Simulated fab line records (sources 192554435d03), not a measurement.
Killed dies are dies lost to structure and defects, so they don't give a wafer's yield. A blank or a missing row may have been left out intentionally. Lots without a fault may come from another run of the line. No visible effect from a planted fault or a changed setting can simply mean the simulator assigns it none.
Comparing a struck lot with a sound one | flow n5Finfet | 14 steps out of a route of 1938
Sound: these wafers, L895.1, L895.3, L895.5. Struck: wafers L904.3, L904.4 (left out: L904.6, a lot-mate that was not struck); the cause follows at the end.
Per side, at each step with rows, come the tool, then ch with its chambers, and then its first start. Under that, the readings that differ: sound wafers | struck wafers | difference of the means | sigmas: that difference in standard deviations of wafers without a fault.
alike: a reading whose means differ by less than 2 such deviations, as well as words and numbers matching on both sides. not compared: withheld readings; readings where some wafer has no value; bounds like >300 that might hide an equal value; numbers whose values overlap and for which the record gives no deviation.
The two part at a step that has a row with sigmas, a row that says differs or no value, or rows on one side only. Non-overlapping numbers with no deviation appear without sigmas and do not part them. Lack of a reading on every wafer of one side parts them only where that side has two or more wafers.

N5_BEOL_M4_CO_CAP_55: material Co, precursor CCTBA/H2, target thk 2 nm, time 102.1 s.
  sound on cvdCo-01 ch 0,1, day 10 21:41; struck on cvdCo-01 ch 1, day 12 16:37
  alike: heaterPowerW
then, 1 step without rows for these wafers: N5_BEOL_M4_PRE_CLEAN_56 (time 15 s).
N5_BEOL_M4_DEP_57: deposits SiCN from 3MS/NH3, target thk 8 nm, time 14 s.
  sound on pecvd-03 ch 0,1,2, day 10 21:48; struck on pecvd-03 ch 1,2, day 12 16:44
  alike: showerheadPlenumPTorr, throttleValvePct
N5_BEOL_M4_RS_MEAS_58: a four-point-probe measurement.
  struck on filmMetro-02, day 12 16:48; sound on filmMetro-01, day 10 21:52
  alike: M4_RS
N5_BEOL_M4_INSPECT_59: inspects for defects (darkfield).
  struck on defectInspect-01, day 12 16:50; sound on defectInspect-01, day 10 21:53
  alike: rawDefectCount
N5_BEOL_M4_RC_MEAS_101:
  sound on prober-01 ch 0, day 10 21:55; struck on prober-01 ch 0, day 12 17:17
  alike: DIBL_N, DIBL_P, IOFF_N, IOFF_P, ION_N, ION_P, SS_N, SS_P, VT_N, VT_P
N5_BEOL_M5_ILD_DEP_00: deposits SiCOH lowk from DEMS/porogen, target thk 140.64 nm, time 25.9 s.
  sound on pecvd-03 ch 1,2, day 10 22:53; struck on pecvd-02 ch 1,2, day 12 17:56
  alike: heaterPowerW, showerheadPlenumPTorr, throttleValvePct
N5_BEOL_M5_CURE_79: cures SiCOH lowk, time 240 s.
  sound on uvCure-02 ch 0, day 10 22:57; struck on uvCure-01 ch 2, day 12 18:09
  alike: lampPowerPct, wafer_temp_C_max
N5_BEOL_M5_THK_MEAS_01:
  struck on filmMetro-01, day 12 18:31; sound on filmMetro-02, day 10 23:28
  alike: M5_ILD_THK
then, 1 step without rows for these wafers: N5_BEOL_M5_PECVD_70 (deposits SiO2 from TEOS/O2, target thk 16 nm, time 18 s).
N5_BEOL_M5_HM_DEP_02: deposits TiN, target thk 20 nm.
  struck on pvdSputter-02, day 12 19:20; sound on pvdSputter-01, day 11 01:06
  alike: throttleValvePct
then, 1 step without rows for these wafers: N5_BEOL_M5_COAT_59 (time 60 s, resist thk 60 nm).
N5_BEOL_M5_COAT_60: time 60 s, resist thk 12 nm.
  sound on lithoTrack-03 ch 0, day 11 01:13; struck on lithoTrack-04 ch 0, day 12 19:28
reading               | sound             | struck      | difference | sigmas
heaterPowerTotalW (W) | 427.1 430.6 429.8 | 441.9 440.7 | +12.1      | +6
runLengthS (s)        | 66.22 66.01 66.13 | 62.55 62.52 | -3.59      | -36
then, 1 step without rows for these wafers: N5_BEOL_M5_COAT_71 (time 60 s, resist thk 5 nm).

## WHERE THEY PART
Within this record, at N5_BEOL_M5_COAT_60 only.

WHY: what the simulator had put in
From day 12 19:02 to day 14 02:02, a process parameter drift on lithoTrack-04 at N5_BEOL_M5_COAT_60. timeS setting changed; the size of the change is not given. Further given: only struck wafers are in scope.
